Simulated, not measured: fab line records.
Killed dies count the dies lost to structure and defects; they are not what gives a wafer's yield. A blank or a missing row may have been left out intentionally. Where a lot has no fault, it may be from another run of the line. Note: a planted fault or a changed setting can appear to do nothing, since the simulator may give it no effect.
Chamber matching    flow nand-harc    pecvd-01 running NHARC_A_ONON_D1_DEP_33: 3 sister chambers
The step deposits SiO2, target thk 200 nm. 20 wafers are shown with their chamber, then 10 later ones without.

## WAFERS PAIRED WITH THEIR CHAMBERS
wafer   chamber  throttle-valve-pct (%)  heater-power-outer-w (W)  heater-power-w (W)
L074.2  1        15.8                    239                       479
L074.3  2        16.1                    279                       500
L074.4  1        15.7                    243                       489
L077.1  1        15.9                    156                       372
L077.3  0        16.8                    227                       408
L077.5  0        17.0                    238                       418
L080.2  1        16.2                    197                       417
L080.5  1        15.8                    206                       431
L080.6  2        16.2                    309                       535
L081.2  0        17.1                    278                       500
L081.5  1        16.1                    200                       442
L081.6  0        17.2                    302                       501
L084.1  0        17.1                    283                       496
L084.5  0        17.0                    286                       501
L084.6  1        15.9                    184                       411
L086.3  2        16.0                    311                       539
L086.4  0        16.2                    320                       540
L086.6  2        16.1                    322                       562
L089.3  2        16.2                    265                       483
L089.4  1        15.2                    223                       473

SIGNATURES (means of the wafers above)
reading               chamber 0  chamber 1  chamber 2  scatter within a chamber
throttle-valve-pct    16.914     15.825     16.120     0.282
heater-power-outer-w  276.29     206.00     297.20     29.5
heater-power-w        480.57     439.25     523.80     41.5
Rule: a wafer's distance from a chamber is the root of the sum, over the readings, of the square of ((its reading less the chamber's mean) divided by the reading's scatter). If the next closest chamber is less than 2 further off than the closest, the wafer can't be placed; otherwise it belongs to the closest. The scatter: take each reading less its chamber's mean, square it, sum over the shown wafers, divide by the number of wafers less the number of chambers, and take the root.

## WAFERS WITHOUT THEIR CHAMBER
wafer   throttle-valve-pct (%)  heater-power-outer-w (W)  heater-power-w (W)
L089.5  16.2                    275                       492
L092.1  15.5                    221                       449
L092.2  16.6                    293                       500
L092.5  16.6                    303                       500
L094.1  16.4                    267                       493
L094.3  15.7                    191                       420
L094.5  15.8                    197                       427
L095.2  16.2                    239                       442
L095.4  15.5                    252                       490
L095.6  16.3                    242                       459

## WHICH CHAMBER EACH WENT THROUGH
wafer   from the rows above           in truth
L089.5  can't be placed: 2 or 0 or 1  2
L092.1  1                             1
L092.2  can't be placed: 0 or 2       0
L092.5  can't be placed: 0 or 2       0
L094.1  can't be placed: 2 or 0 or 1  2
L094.3  1                             1
L094.5  1                             1
L095.2  can't be placed: 1 or 2 or 0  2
L095.4  can't be placed: 1 or 2       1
L095.6  can't be placed: 1 or 2 or 0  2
Correct placement for 3 of the 10. Not placeable from these rows: 7 (in 7, the candidates include the true chamber). Wrongly placed: 0.
